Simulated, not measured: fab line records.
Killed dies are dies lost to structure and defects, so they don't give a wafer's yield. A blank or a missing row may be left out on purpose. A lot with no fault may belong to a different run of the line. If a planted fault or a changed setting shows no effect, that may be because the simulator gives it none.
fab line records	flow n5-finfet
record lots=24	wafers=72	last-day=17
route steps=1938 shown BEOL_M1@794 BEOL_M2@856
lots that met no fault: taken from a fault-free run of the same line
start-h: start of the lot's first displayed wafer, in hours after the record's first day	wait-h: hours from the lot's prior step to this one	" same as the row above	L1.1+2: a row that stands for several wafers	- either no value or no given start	* or withheld: withheld	< > ~ a bound
route shown NAME@n: NAME is a module with steps in the file, n the number in the route of the first one	usual: mean/standard deviation taken from wafers without a fault	same: alike in all rows	chamber/n: place in a boat	sites: each site's reading	_std_site: the values' standard deviation	_edge_site: outer sites' mean less inner sites'	radius-mm: how far each site lies from the wafer's centre	mask NAME#n: copy n	behind: the most recent tool/chamber to have shaped the wafer	hold: why the lot went on hold/how many hours it stayed there/how the hold came to an end	device: whichever transistor did not switch (one of n, p or np)	end of line: the same wafers' tests at the end of the route	for a step that has no rows: nothing shown but its recipe	killed: dies lost to structure and defects at the first sort, not the wafer's yield	map: the dies of a wafer, with x for killed, . for not killed, _ for no die there
set.NAME: the setting as run; set.NAME@STEP: as run at that earlier step	model.NAME: the simulator's own value behind a step, which no gauge read
one table for each step of the route and one row for each wafer, over a sample of lots
services: from which hour (start-h, from the record's first day; less than 0 if before it) a tool's chamber was out of use, for how many hours, and why
## steps
# step N5_BEOL_M1_ETCH_70
# recipe chemistry=N2/H2	target=SOC	target-depth-a=800	overetch-a=160	mask-material=SiARC	temp-c=40	time-s=120	ion-energy-ev=200	pressure-mtorr=30	source-w=840	bias-w=150	n2-flow-sccm=200	h2-flow-sccm=200
# usual drypump-motor-current-A=5.9/0.42	oes-product-au=0.62/0.062	rf-vpp-V=525.0/2.7	showerhead-plenum-p-Torr=2.58/0.092	throttle-valve-pct=17.77/0.27
lot.wafer	tool	chamber	start-h	wait-h	drypump-motor-current-A	oes-product-au	rf-hours-counter-h	rf-vpp-V	showerhead-plenum-p-Torr	throttle-valve-pct
L074.3	rie-diel-03	1	125.46	0.0	6.0	0.58	144	526.5	2.66	18.13
L074.4	"	0	"	"	6.7	0.73	1	522.7	2.50	17.68
L074.5	"	1	"	"	6.0	0.58	-	528.6	2.66	18.14
L075.2	rie-diel-02	1	142.01	0.0	6.2	0.57	136	527.2	2.66	17.46
L075.3	"	0	"	"	6.1	0.65	-	526.5	2.69	17.44
L075.5	"	1	"	"	6.2	0.59	-	528.0	2.66	17.45
L076.2	rie-diel-06	2	146.30	0.0	5.3	0.69	33	525.7	2.58	17.69
L076.4	"	1	"	"	6.2	0.72	12	525.7	2.59	17.40
L076.6	"	1	"	"	6.1	0.71	-	525.7	2.59	17.41
L077.2	rie-diel-03	1	147.45	0.0	5.9	0.57	153	526.7	2.66	18.15
L077.4	"	3	"	"	5.4	0.52	240	523.0	2.51	18.13
L077.5	"	3	"	"	5.3	0.52	-	525.3	2.51	18.15
L078.3	rie-diel-06	3	153.93	0.0	5.9	0.64	78	527.4	2.68	17.64
L078.4	"	0	"	"	6.0	0.52	232	521.3	2.50	17.98
L078.5	"	2	"	"	5.2	0.67	-	527.0	2.58	17.71
L079.1	rie-diel-06	1	156.68	0.0	6.2	0.70	15	524.2	2.59	17.42
L079.2	"	3	"	"	5.9	0.64	79	527.2	2.68	17.64
L079.6	"	1	"	"	6.2	0.72	-	526.3	2.59	17.42
L080.1	rie-diel-06	2	168.46	0.0	5.3	0.67	39	524.4	2.58	17.71
L080.2	"	1	"	"	6.2	0.70	18	525.9	2.59	17.41
L080.5	"	0	"	"	6.0	0.52	-	521.7	2.50	17.99
L082.1	rie-diel-03	2	171.88	0.0	5.3	0.59	143	520.4	2.46	18.06
L082.3	"	3	"	"	5.3	0.52	247	521.8	2.50	18.14
L082.6	"	3	"	"	5.3	0.52	-	523.7	2.50	18.15
L081.2	rie-diel-06	0	174.83	0.0	5.9	0.52	238	523.9	2.50	17.99
L081.3	"	1	"	"	6.2	0.70	20	525.4	2.59	17.41
L081.4	"	3	"	"	5.9	0.64	84	528.2	2.68	17.63
L083.2	rie-diel-03	1	177.63	0.0	5.9	0.57	164	527.2	2.65	18.18
L083.3	"	0	"	"	6.7	0.67	20	522.9	2.49	17.70
L083.6	"	3	"	"	5.4	0.52	-	523.4	2.50	18.15
L084.2	rie-diel-03	2	187.31	0.0	5.3	0.58	150	521.5	2.45	18.08
L084.3	"	0	"	"	6.7	0.68	25	521.2	2.49	17.70
L084.6	"	2	"	"	5.3	0.59	-	521.0	2.45	18.06
L085.1	rie-diel-02	3	194.01	0.0	5.6	0.71	14	529.5	2.71	17.57
L085.4	"	1	"	"	6.2	0.57	156	526.3	2.65	17.49
L085.5	"	2	"	"	6.2	0.57	-	520.4	2.42	18.19
L086.4	rie-diel-06	0	203.70	0.0	6.0	0.51	243	522.0	2.50	18.01
L086.5	"	1	"	"	6.2	0.69	-	525.8	2.59	17.43
L086.6	"	0	"	"	6.0	0.52	-	522.6	2.50	18.00
L087.3	rie-diel-02	2	206.13	0.0	6.2	0.57	197	520.6	2.42	18.21
L087.4	"	2	"	"	6.2	0.57	-	520.4	2.42	18.23
L087.6	"	3	"	"	5.6	0.70	-	529.0	2.71	17.59
L088.1	rie-diel-03	3	213.37	0.0	5.3	0.72	5	523.5	2.50	17.70
L088.4	"	0	"	"	6.6	0.66	34	521.7	2.49	17.74
L088.6	"	3	"	"	5.3	0.72	-	523.5	2.50	17.72
L089.1	rie-diel-03	1	218.48	0.0	6.0	0.56	179	525.3	2.65	18.19
L089.2	"	0	"	"	6.7	0.66	35	521.8	2.49	17.73
L089.4	"	2	"	"	5.3	0.57	159	519.8	2.45	18.09
L090.2	rie-diel-06	0	223.01	0.0	6.0	0.51	248	521.7	2.50	18.01
L090.3	"	2	"	"	5.2	0.67	50	525.0	2.58	17.74
L090.5	"	1	"	"	6.2	0.68	-	525.8	2.58	17.44
L091.1	rie-diel-02	1	229.67	0.0	6.3	0.56	168	528.4	2.65	17.52
L091.3	"	3	"	"	5.6	0.69	26	529.5	2.70	17.61
L091.6	"	1	"	"	6.2	0.56	-	526.5	2.65	17.50
L092.3	rie-diel-06	2	238.46	0.1	5.2	0.66	-	525.5	2.57	17.76
L092.5	"	3	"	"	5.9	0.63	-	527.7	2.67	17.68
L092.6	"	2	"	"	5.2	0.65	-	525.8	2.57	17.75
L094.1	rie-diel-02	0	241.77	0.0	6.0	0.62	91	529.6	2.68	17.50
L094.5	"	1	"	"	6.2	0.56	-	527.1	2.65	17.52
L094.6	"	2	"	"	6.2	0.56	-	521.1	2.42	18.22
L093.2	rie-diel-06	3	241.91	0.1	5.8	0.63	-	527.6	2.67	17.68
L093.4	"	3	"	"	5.9	0.62	-	527.2	2.67	17.67
L093.6	"	3	"	"	5.9	0.62	-	528.1	2.67	17.69
L095.2	rie-diel-02	0	247.30	0.0	6.0	0.62	93	526.7	2.67	17.49
L095.4	"	3	"	"	5.6	0.67	33	529.3	2.70	17.61
L095.6	"	1	"	"	6.3	0.56	-	527.6	2.64	17.50
L096.1	rie-diel-02	0	257.10	0.0	6.0	0.62	96	527.5	2.67	17.48
L096.2	"	3	"	"	5.6	0.67	36	527.2	2.70	17.62
L096.6	"	2	"	"	6.2	0.56	-	520.6	2.41	18.24
L097.2	rie-diel-02	3	271.81	0.0	5.6	0.67	40	528.3	2.70	17.62
L097.3	"	2	"	"	6.2	0.55	216	519.2	2.41	18.24
L097.5	"	3	"	"	5.6	0.66	-	527.3	2.70	17.63
# step N5_BEOL_M1_ETCH_41
# recipe chemistry=CH3F/O2	target=SiCN	target-depth-a=319	taper-deg=2	time-s=57.8	ion-energy-ev=120	mask-material=TiN	pressure-mtorr=30	source-w=395	bias-w=75	Ar_flow_sccm=150	CH3F_flow_sccm=30	O2_flow_sccm=20
# usual drypump-motor-current-A=5.9/0.42	oes-product-au=0.81/0.087	rf-vpp-V=298.0/1.6	showerhead-plenum-p-Torr=2.03/0.073	throttle-valve-pct=16.26/0.25
lot.wafer	tool	chamber	start-h	wait-h	drypump-motor-current-A	oes-product-au	rf-hours-counter-h	rf-vpp-V	showerhead-plenum-p-Torr	throttle-valve-pct
L074.3	rie-diel-03	1	-	-	6.0	0.75	145	298.6	2.09	16.51
L074.4	"	0	"	"	6.7	0.97	1	297.4	1.97	16.14
L074.5	"	1	"	"	6.0	0.76	-	299.1	2.09	16.50
L075.2	rie-diel-02	1	-	-	6.2	0.76	136	300.4	2.09	16.00
L075.3	"	0	"	"	6.0	0.85	-	299.2	2.12	15.98
L075.5	"	1	"	"	6.2	0.76	-	299.1	2.09	15.99
L076.2	rie-diel-06	2	-	-	5.2	0.88	33	298.2	2.04	16.21
L076.4	"	1	"	"	6.1	0.94	12	297.6	2.05	15.98
L076.6	"	1	"	"	6.1	0.93	-	298.6	2.05	15.98
L077.2	rie-diel-03	1	-	-	5.9	0.75	153	298.8	2.09	16.51
L077.4	"	3	"	"	5.3	0.68	240	297.5	1.98	16.72
L077.5	"	3	"	"	5.3	0.68	-	296.0	1.98	16.75
L078.3	rie-diel-06	3	-	-	5.8	0.84	78	299.1	2.11	16.01
L078.4	"	0	"	"	6.0	0.68	232	296.1	1.98	16.52
L078.5	"	2	"	"	5.2	0.89	-	297.4	2.04	16.22
L079.1	rie-diel-06	1	-	-	6.1	0.93	15	298.1	2.05	15.97
L079.2	"	3	"	"	5.8	0.84	79	299.6	2.11	16.01
L079.6	"	1	"	"	6.1	0.93	-	298.6	2.05	15.99
L080.1	rie-diel-06	2	-	-	5.2	0.88	39	297.5	2.04	16.22
L080.2	"	1	"	"	6.1	0.93	18	299.8	2.05	15.99
L080.5	"	0	"	"	6.0	0.67	-	296.3	1.97	16.52
L082.1	rie-diel-03	2	-	-	5.3	0.76	143	296.1	1.92	16.38
L082.3	"	3	"	"	5.4	0.67	247	297.1	1.97	16.75
L082.6	"	3	"	"	5.4	0.67	-	296.8	1.97	16.74
L081.2	rie-diel-06	0	-	-	6.0	0.67	238	297.5	1.97	16.52
L081.3	"	1	"	"	6.2	0.92	20	298.5	2.05	16.00
L081.4	"	3	"	"	5.8	0.83	84	300.3	2.11	16.03
L083.2	rie-diel-03	1	-	-	5.9	0.73	164	299.6	2.08	16.53
L083.3	"	0	"	"	6.7	0.90	20	296.2	1.96	16.19
L083.6	"	3	"	"	5.3	0.68	-	296.8	1.97	16.75
L084.2	rie-diel-03	2	-	-	5.3	0.75	150	296.8	1.92	16.39
L084.3	"	0	"	"	6.6	0.88	26	298.2	1.96	16.17
L084.6	"	2	"	"	5.3	0.75	-	296.2	1.92	16.40
L085.1	rie-diel-02	3	-	-	5.6	0.94	14	298.7	2.14	16.16
L085.4	"	1	"	"	6.2	0.75	156	298.1	2.08	16.03
L085.5	"	2	"	"	6.2	0.74	-	294.8	1.91	16.71
L086.4	rie-diel-06	0	-	-	6.0	0.66	243	296.0	1.97	16.52
L086.5	"	1	"	"	6.1	0.91	-	297.7	2.05	16.00
L086.6	"	0	"	"	5.9	0.66	-	296.3	1.97	16.53
L087.3	rie-diel-02	2	-	-	6.2	0.73	197	295.5	1.91	16.71
L087.4	"	2	"	"	6.2	0.74	-	294.3	1.91	16.71
L087.6	"	3	"	"	5.5	0.95	-	300.4	2.14	16.14
L088.1	rie-diel-03	3	-	-	5.3	0.96	5	296.6	1.97	16.27
L088.4	"	0	"	"	6.6	0.87	34	298.4	1.96	16.20
L088.6	"	3	"	"	5.3	0.96	-	295.7	1.97	16.29
L089.1	rie-diel-03	1	-	-	5.9	0.72	179	298.1	2.08	16.55
L089.2	"	0	"	"	6.6	0.87	35	295.6	1.96	16.20
L089.4	"	2	"	"	5.3	0.75	159	294.1	1.91	16.41
L090.2	rie-diel-06	0	-	-	6.0	0.66	248	295.9	1.97	16.56
L090.3	"	2	"	"	5.3	0.87	50	297.4	2.04	16.26
L090.5	"	1	"	"	6.1	0.90	-	298.2	2.05	16.01
L091.1	rie-diel-02	1	-	-	6.2	0.73	168	298.8	2.08	16.05
L091.3	"	3	"	"	5.6	0.92	26	299.6	2.14	16.17
L091.6	"	1	"	"	6.2	0.73	-	298.3	2.08	16.06
L092.3	rie-diel-06	2	-	-	5.2	0.84	-	298.3	2.03	16.27
L092.5	"	3	"	"	5.9	0.81	-	300.1	2.10	16.05
L092.6	"	2	"	"	5.2	0.85	-	297.7	2.03	16.27
L094.1	rie-diel-02	0	-	-	6.0	0.81	91	299.8	2.11	16.03
L094.5	"	1	"	"	6.2	0.73	-	298.3	2.07	16.08
L094.6	"	2	"	"	6.2	0.73	-	295.4	1.90	16.74
L093.2	rie-diel-06	3	-	-	5.8	0.80	-	300.0	2.10	16.04
L093.4	"	3	"	"	5.9	0.81	-	299.9	2.10	16.05
L093.6	"	3	"	"	5.9	0.81	-	299.4	2.10	16.04
L095.2	rie-diel-02	0	-	-	6.0	0.81	93	301.1	2.11	16.04
L095.4	"	3	"	"	5.6	0.90	33	298.9	2.13	16.18
L095.6	"	1	"	"	6.2	0.72	-	297.0	2.07	16.08
L096.1	rie-diel-02	0	-	-	6.0	0.80	96	299.5	2.10	16.05
L096.2	"	3	"	"	5.6	0.90	36	299.7	2.13	16.19
L096.6	"	2	"	"	6.2	0.72	-	296.8	1.90	16.74
L097.2	rie-diel-02	3	-	-	5.6	0.89	40	300.0	2.13	16.19
L097.3	"	2	"	"	6.2	0.72	216	295.9	1.90	16.75
L097.5	"	3	"	"	5.6	0.89	-	298.8	2.13	16.19
# step N5_BEOL_M1_ANNEAL_82
# recipe temp-c=400	time-s=240	ambient=vacuum
# usual heater-power-w=807/82
lot.wafer	tool	chamber	start-h	wait-h	heater-power-w
L074.3	pvd-sputter-03	-	127.32	0.0	846
L074.4	"	-	"	"	850
L074.5	"	-	"	"	844
L075.2	pvd-sputter-03	-	143.82	0.0	837
L075.3	"	-	"	"	741
L075.5	"	-	"	"	848
L076.2	pvd-sputter-01	-	148.66	0.0	820
L076.4	"	-	"	"	930
L076.6	"	-	"	"	1009
L077.2	pvd-sputter-03	-	149.75	0.0	821
L077.4	"	-	"	"	725
L077.5	"	-	"	"	859
L078.3	pvd-sputter-02	-	156.03	0.0	593
L078.4	"	-	"	"	822
L078.5	"	-	"	"	810
L079.1	pvd-sputter-03	-	158.71	0.0	843
L079.2	"	-	"	"	840
L079.6	"	-	"	"	830
L080.1	pvd-sputter-02	-	171.18	0.0	596
L080.2	"	-	"	"	803
L080.5	"	-	"	"	792
L082.1	pvd-sputter-02	-	175.41	0.0	780
L082.3	"	-	"	"	822
L082.6	"	-	"	"	599
L081.2	pvd-sputter-03	-	176.89	0.0	842
L081.3	"	-	"	"	707
L081.4	"	-	"	"	857
L083.2	pvd-sputter-02	-	179.72	0.0	838
L083.3	"	-	"	"	610
L083.6	"	-	"	"	802
L084.2	pvd-sputter-03	-	189.47	0.0	717
L084.3	"	-	"	"	841
L084.6	"	-	"	"	847
L085.1	pvd-sputter-02	-	196.65	0.0	592
L085.4	"	-	"	"	761
L085.5	"	-	"	"	825
L086.4	pvd-sputter-03	-	206.19	0.0	740
L086.5	"	-	"	"	821
L086.6	"	-	"	"	853
L087.3	pvd-sputter-02	-	208.02	0.0	774
L087.4	"	-	"	"	795
L087.6	"	-	"	"	775
L088.1	pvd-sputter-02	-	216.70	0.0	601
L088.4	"	-	"	"	758
L088.6	"	-	"	"	784
L089.1	pvd-sputter-01	-	220.89	0.0	832
L089.2	"	-	"	"	975
L089.4	"	-	"	"	773
L090.2	pvd-sputter-03	-	225.90	0.0	836
L090.3	"	-	"	"	745
L090.5	"	-	"	"	830
L091.1	pvd-sputter-01	-	231.39	0.0	894
L091.3	"	-	"	"	776
L091.6	"	-	"	"	884
L092.3	pvd-sputter-01	-	240.90	0.0	977
L092.5	"	-	"	"	812
L092.6	"	-	"	"	765
L094.1	pvd-sputter-03	-	243.71	0.0	860
L094.5	"	-	"	"	726
L094.6	"	-	"	"	813
L093.2	pvd-sputter-01	-	245.54	0.0	894
L093.4	"	-	"	"	988
L093.6	"	-	"	"	987
L095.2	pvd-sputter-03	-	249.54	0.0	824
L095.4	"	-	"	"	722
L095.6	"	-	"	"	842
L096.1	pvd-sputter-01	-	260.79	0.0	894
L096.2	"	-	"	"	976
L096.6	"	-	"	"	904
L097.2	pvd-sputter-03	-	273.81	0.0	720
L097.3	"	-	"	"	846
L097.5	"	-	"	"	726
# step N5_BEOL_M1_ANNEAL_93
# recipe temp-c=400	time-s=240	ambient=vacuum
# usual heater-power-w=810/83
lot.wafer	tool	chamber	start-h	wait-h	heater-power-w
L074.3	pvd-sputter-03	-	128.20	0.0	856
L074.4	"	-	"	"	822
L074.5	"	-	"	"	847
L075.2	pvd-sputter-03	-	144.70	0.0	853
L075.3	"	-	"	"	731
L075.5	"	-	"	"	846
L076.2	pvd-sputter-01	-	149.54	0.0	798
L076.4	"	-	"	"	883
L076.6	"	-	"	"	1002
L077.2	pvd-sputter-03	-	150.63	0.0	831
L077.4	"	-	"	"	737
L077.5	"	-	"	"	834
L078.3	pvd-sputter-02	-	156.91	0.0	606
L078.4	"	-	"	"	803
L078.5	"	-	"	"	804
L079.1	pvd-sputter-03	-	159.59	0.0	853
L079.2	"	-	"	"	821
L079.6	"	-	"	"	841
L080.1	pvd-sputter-02	-	172.06	0.0	607
L080.2	"	-	"	"	796
L080.5	"	-	"	"	807
L082.1	pvd-sputter-02	-	176.29	0.0	761
L082.3	"	-	"	"	816
L082.6	"	-	"	"	596
L081.2	pvd-sputter-03	-	177.77	0.0	806
L081.3	"	-	"	"	736
L081.4	"	-	"	"	867
L083.2	pvd-sputter-02	-	180.60	0.0	805
L083.3	"	-	"	"	597
L083.6	"	-	"	"	806
L084.2	pvd-sputter-03	-	190.35	0.0	728
L084.3	"	-	"	"	865
L084.6	"	-	"	"	829
L085.1	pvd-sputter-02	-	197.53	0.0	600
L085.4	"	-	"	"	772
L085.5	"	-	"	"	811
L086.4	pvd-sputter-03	-	207.07	0.0	731
L086.5	"	-	"	"	854
L086.6	"	-	"	"	858
L087.3	pvd-sputter-02	-	208.90	0.0	794
L087.4	"	-	"	"	816
L087.6	"	-	"	"	779
L088.1	pvd-sputter-02	-	217.58	0.0	596
L088.4	"	-	"	"	782
L088.6	"	-	"	"	804
L089.1	pvd-sputter-01	-	221.77	0.0	821
L089.2	"	-	"	"	1005
L089.4	"	-	"	"	783
L090.2	pvd-sputter-03	-	226.78	0.0	850
L090.3	"	-	"	"	728
L090.5	"	-	"	"	852
L091.1	pvd-sputter-01	-	232.27	0.0	884
L091.3	"	-	"	"	790
L091.6	"	-	"	"	890
L092.3	pvd-sputter-01	-	241.78	0.0	960
L092.5	"	-	"	"	819
L092.6	"	-	"	"	770
L094.1	pvd-sputter-03	-	244.59	0.0	856
L094.5	"	-	"	"	735
L094.6	"	-	"	"	838
L093.2	pvd-sputter-01	-	246.42	0.0	882
L093.4	"	-	"	"	1011
L093.6	"	-	"	"	980
L095.2	pvd-sputter-03	-	250.42	0.0	848
L095.4	"	-	"	"	717
L095.6	"	-	"	"	869
L096.1	pvd-sputter-01	-	261.67	0.0	895
L096.2	"	-	"	"	980
L096.6	"	-	"	"	904
L097.2	pvd-sputter-03	-	274.69	0.0	738
L097.3	"	-	"	"	856
L097.5	"	-	"	"	728
# step N5_BEOL_M2_INSPECT_13
# recipe mode=adi	inspect-instrument=brightfield
# usual raw-defect-count=391/80
lot.wafer	tool	chamber	start-h	wait-h	raw-defect-count
L074.3	defect-inspect-01	-	130.57	0.0	477
L074.4	"	-	"	"	388
L074.5	"	-	"	"	350
L075.2	defect-inspect-01	-	147.85	0.0	281
L075.3	"	-	"	"	330
L075.5	"	-	"	"	394
L076.2	defect-inspect-02	-	152.22	0.0	313
L076.4	"	-	"	"	340
L076.6	"	-	"	"	465
L077.2	defect-inspect-02	-	154.78	0.0	430
L077.4	"	-	"	"	312
L077.5	"	-	"	"	328
L078.3	defect-inspect-01	-	160.64	0.0	323
L078.4	"	-	"	"	405
L078.5	"	-	"	"	394
L079.1	defect-inspect-02	-	164.45	0.1	360
L079.2	"	-	"	"	307
L079.6	"	-	"	"	341
L080.1	defect-inspect-02	-	175.84	0.1	394
L080.2	"	-	"	"	353
L080.5	"	-	"	"	333
L082.1	defect-inspect-02	-	179.40	0.1	520
L082.3	"	-	"	"	497
L082.6	"	-	"	"	468
L081.2	defect-inspect-02	-	181.80	0.0	361
L081.3	"	-	"	"	425
L081.4	"	-	"	"	486
L083.2	defect-inspect-02	-	183.33	0.0	350
L083.3	"	-	"	"	438
L083.6	"	-	"	"	357
L084.2	defect-inspect-01	-	194.54	0.0	429
L084.3	"	-	"	"	280
L084.6	"	-	"	"	404
L085.1	defect-inspect-01	-	201.09	0.1	431
L085.4	"	-	"	"	495
L085.5	"	-	"	"	483
L086.4	defect-inspect-01	-	211.49	0.0	323
L086.5	"	-	"	"	291
L086.6	"	-	"	"	255
L087.3	defect-inspect-01	-	211.91	0.0	442
L087.4	"	-	"	"	477
L087.6	"	-	"	"	308
L088.1	defect-inspect-01	-	221.12	0.1	384
L088.4	"	-	"	"	433
L088.6	"	-	"	"	505
L089.1	defect-inspect-01	-	224.27	0.1	362
L089.2	"	-	"	"	274
L089.4	"	-	"	"	261
L090.2	defect-inspect-02	-	230.01	0.0	304
L090.3	"	-	"	"	280
L090.5	"	-	"	"	316
L091.1	defect-inspect-01	-	234.42	0.1	388
L091.3	"	-	"	"	351
L091.6	"	-	"	"	277
L092.3	defect-inspect-01	-	245.81	0.0	394
L092.5	"	-	"	"	328
L092.6	"	-	"	"	417
L094.1	defect-inspect-01	-	248.04	0.1	586
L094.5	"	-	"	"	514
L094.6	"	-	"	"	634
L093.2	defect-inspect-01	-	249.08	0.0	436
L093.4	"	-	"	"	257
L093.6	"	-	"	"	284
L095.2	defect-inspect-01	-	254.52	0.0	350
L095.4	"	-	"	"	376
L095.6	"	-	"	"	463
L096.1	defect-inspect-01	-	264.13	0.1	359
L096.2	"	-	"	"	281
L096.6	"	-	"	"	267
L097.2	defect-inspect-02	-	278.28	0.0	551
L097.3	"	-	"	"	440
L097.5	"	-	"	"	350
# step N5_BEOL_M2_ETCH_74
# recipe chemistry=N2/H2	target=underlayer	target-depth-a=65	mask-material=CAR-EUV	time-s=5.2	ion-energy-ev=200	pressure-mtorr=30	source-w=840	bias-w=150	n2-flow-sccm=200	h2-flow-sccm=200	ends=cleared
# usual drypump-motor-current-A=5.9/0.45	etch-rf-on-time-s=5.24/0.077	oes-product-au=0.66/0.064	rf-vpp-V=524.4/2.5	showerhead-plenum-p-Torr=2.56/0.079	throttle-valve-pct=17.77/0.25
lot.wafer	tool	chamber	start-h	wait-h	drypump-motor-current-A	etch-rf-on-time-s	oes-product-au	rf-hours-counter-h	rf-vpp-V	showerhead-plenum-p-Torr	throttle-valve-pct
L074.3	rie-diel-01	2	130.95	0.0	6.6	5.22	0.61	186	524.0	2.52	17.76
L074.4	"	1	"	"	6.6	5.15	0.77	46	525.2	2.59	18.20
L074.5	"	2	"	"	6.6	5.19	0.62	-	524.6	2.52	17.81
L075.2	rie-diel-04	3	148.25	0.0	5.7	5.21	0.62	182	526.9	2.63	17.56
L075.3	"	0	"	"	6.7	5.25	0.60	216	520.0	2.41	17.70
L075.5	"	2	"	"	5.8	5.19	0.58	-	526.8	2.61	17.69
L076.2	rie-diel-04	2	152.66	0.0	5.8	5.17	0.59	240	525.4	2.61	17.66
L076.4	"	3	"	"	5.7	5.26	0.62	183	525.4	2.63	17.56
L076.6	"	1	"	"	5.7	5.14	0.68	-	524.6	2.55	18.17
L077.2	rie-diel-05	1	155.00	0.0	6.3	5.30	0.58	245	524.8	2.61	17.87
L077.4	"	0	"	"	5.6	5.39	0.71	77	523.0	2.46	17.54
L077.5	"	0	"	"	5.6	5.38	0.70	-	520.6	2.46	17.53
L078.3	rie-diel-04	2	160.74	0.0	5.7	5.23	0.58	-	524.9	2.61	17.68
L078.4	"	0	"	"	6.6	5.32	0.60	-	520.4	2.41	17.67
L078.5	"	2	"	"	5.8	5.21	0.58	-	526.6	2.61	17.68
L079.1	rie-diel-04	0	164.53	0.0	6.6	5.30	0.59	222	520.9	2.41	17.66
L079.2	"	2	"	"	5.7	5.24	0.57	245	526.2	2.61	17.69
L079.6	"	0	"	"	6.6	5.26	0.60	-	519.0	2.41	17.70
L080.1	rie-diel-05	2	176.29	0.0	6.6	5.24	0.66	146	524.6	2.55	17.81
L080.2	"	0	"	"	5.6	5.33	0.70	83	522.1	2.46	17.54
L080.5	"	3	"	"	5.6	5.21	0.66	-	527.2	2.66	17.83
L082.1	rie-diel-05	2	179.47	0.0	6.6	5.32	0.67	146	524.4	2.55	17.78
L082.3	"	3	"	"	5.5	5.28	0.66	127	527.3	2.66	17.81
L082.6	"	3	"	"	5.6	5.28	0.66	-	526.2	2.66	17.85
L081.2	rie-diel-05	2	182.00	0.0	6.6	5.18	0.66	148	524.6	2.55	17.79
L081.3	"	3	"	"	5.6	5.16	0.66	128	524.5	2.66	17.82
L081.4	"	3	"	"	5.6	5.22	0.66	-	526.4	2.66	17.85
L083.2	rie-diel-04	3	183.68	0.0	5.7	5.18	0.62	193	524.8	2.63	17.61
L083.3	"	0	"	"	6.6	5.30	0.59	230	519.4	2.40	17.68
L083.6	"	0	"	"	6.6	5.34	0.60	-	520.9	2.40	17.72
L084.2	rie-diel-05	2	194.86	0.0	6.6	5.27	0.66	155	522.9	2.54	17.80
L084.3	"	0	"	"	5.6	5.35	0.69	92	519.7	2.46	17.55
L084.6	"	2	"	"	6.6	5.27	0.66	-	522.6	2.54	17.82
L085.1	rie-diel-04	3	201.96	0.0	5.6	5.25	0.61	203	526.4	2.62	17.63
L085.4	"	2	"	"	5.8	5.17	0.79	5	524.9	2.61	17.33
L085.5	"	3	"	"	5.6	5.19	0.62	-	526.2	2.62	17.60
L086.4	rie-diel-05	2	211.63	0.0	6.6	5.31	0.65	163	523.2	2.54	17.81
L086.5	"	1	"	"	6.3	5.23	0.80	-	527.1	2.60	17.44
L086.6	"	2	"	"	6.6	5.33	0.64	-	522.2	2.54	17.82
L087.3	rie-diel-05	0	212.09	0.0	5.6	5.33	0.68	100	522.8	2.45	17.59
L087.4	"	3	"	"	5.6	5.23	0.66	143	526.7	2.65	17.85
L087.6	"	0	"	"	5.6	5.25	0.68	-	521.9	2.45	17.56
L088.1	rie-diel-01	3	221.18	0.0	5.1	5.27	0.61	231	517.0	2.40	17.83
L088.4	"	1	"	"	6.6	5.14	0.75	70	525.6	2.57	18.25
L088.6	"	0	"	"	5.5	5.21	0.73	-	522.5	2.58	18.11
L089.1	rie-diel-05	2	224.47	0.0	6.6	5.30	0.64	169	522.6	2.54	17.83
L089.2	"	0	"	"	5.6	5.33	0.68	105	523.1	2.45	17.56
L089.4	"	3	"	"	5.5	5.32	0.65	148	526.2	2.65	17.87
L090.2	rie-diel-04	3	230.22	0.0	5.7	5.32	0.60	214	527.7	2.62	17.62
L090.3	"	1	"	"	5.7	5.18	0.65	151	523.9	2.54	18.18
L090.5	"	2	"	"	5.8	5.25	0.75	-	526.4	2.60	17.32
L091.1	rie-diel-04	3	234.49	0.0	5.7	5.19	0.61	216	528.9	2.62	17.64
L091.3	"	2	"	"	5.7	5.14	0.76	16	523.9	2.60	17.35
L091.6	"	1	"	"	5.7	5.11	0.65	-	524.6	2.54	18.20
L092.3	rie-diel-05	0	245.89	0.0	5.6	5.46	0.66	111	522.6	2.45	17.58
L092.5	"	2	"	"	6.6	5.40	0.63	-	523.3	2.53	17.84
L092.6	"	3	"	"	5.6	5.39	0.64	-	529.1	2.65	17.86
L094.1	rie-diel-04	2	248.11	0.0	5.7	5.16	0.74	23	524.7	2.60	17.37
L094.5	"	3	"	"	5.7	5.24	0.59	-	526.4	2.61	17.63
L094.6	"	2	"	"	5.7	5.23	0.75	-	524.8	2.60	17.36
L093.2	rie-diel-04	2	249.22	0.0	5.7	5.16	0.75	24	524.5	2.60	17.38
L093.4	"	2	"	"	5.7	5.11	0.75	-	524.9	2.60	17.36
L093.6	"	3	"	"	5.7	5.25	0.60	-	525.8	2.61	17.67
L095.2	rie-diel-04	3	254.61	0.0	5.7	5.25	0.60	226	525.4	2.61	17.63
L095.4	"	1	"	"	5.8	5.16	0.64	-	524.8	2.54	18.22
L095.6	"	3	"	"	5.7	5.19	0.60	-	525.6	2.61	17.67
L096.1	rie-diel-04	2	264.20	0.0	5.8	5.18	0.74	27	525.4	2.60	17.37
L096.2	"	0	"	"	6.6	5.11	0.84	2	527.8	2.71	17.29
L096.6	"	1	"	"	5.7	5.19	0.63	-	525.4	2.53	18.21
L097.2	rie-diel-01	3	278.51	0.0	5.1	5.19	0.61	250	517.6	2.40	17.88
L097.3	"	2	"	"	6.7	5.28	0.58	229	522.8	2.50	17.85
L097.5	"	3	"	"	5.1	5.21	0.59	-	517.7	2.40	17.87
## services
tool	chamber	start-h	hours	kind
rie-diel-02	1	113.73	15.6	repair
rie-diel-06	2	117.42	1.2	repair
rie-diel-05	2	119.71	1.5	repair
rie-diel-02	3	129.56	-	clean
rie-diel-02	3	153.75	1.5	repair
rie-diel-04	1	160.26	9.4	repair
rie-diel-03	3	164.52	1.7	repair
rie-diel-06	-	179.18	14.6	pm
rie-diel-01	-	182.64	29.3	repair
rie-diel-02	0	201.01	9.1	repair
rie-diel-04	2	210.03	5.3	repair
rie-diel-04	1	217.31	5.0	repair
rie-diel-01	3	221.31	4.5	repair
rie-diel-02	2	223.76	6.1	repair
rie-diel-06	0	229.98	-	clean
rie-diel-06	0	229.98	-	consumable-replace:focus-ring
rie-diel-06	0	229.98	14.3	scheduled-down
rie-diel-06	0	229.98	14.3	vent-cycle
rie-diel-02	2	237.18	4.4	repair
rie-diel-01	2	240.16	6.1	repair
rie-diel-06	2	241.17	1.2	repair
rie-diel-06	3	259.63	4.8	repair
rie-diel-04	1	265.61	2.8	repair
rie-diel-04	1	270.86	4.3	repair
## key
fault none
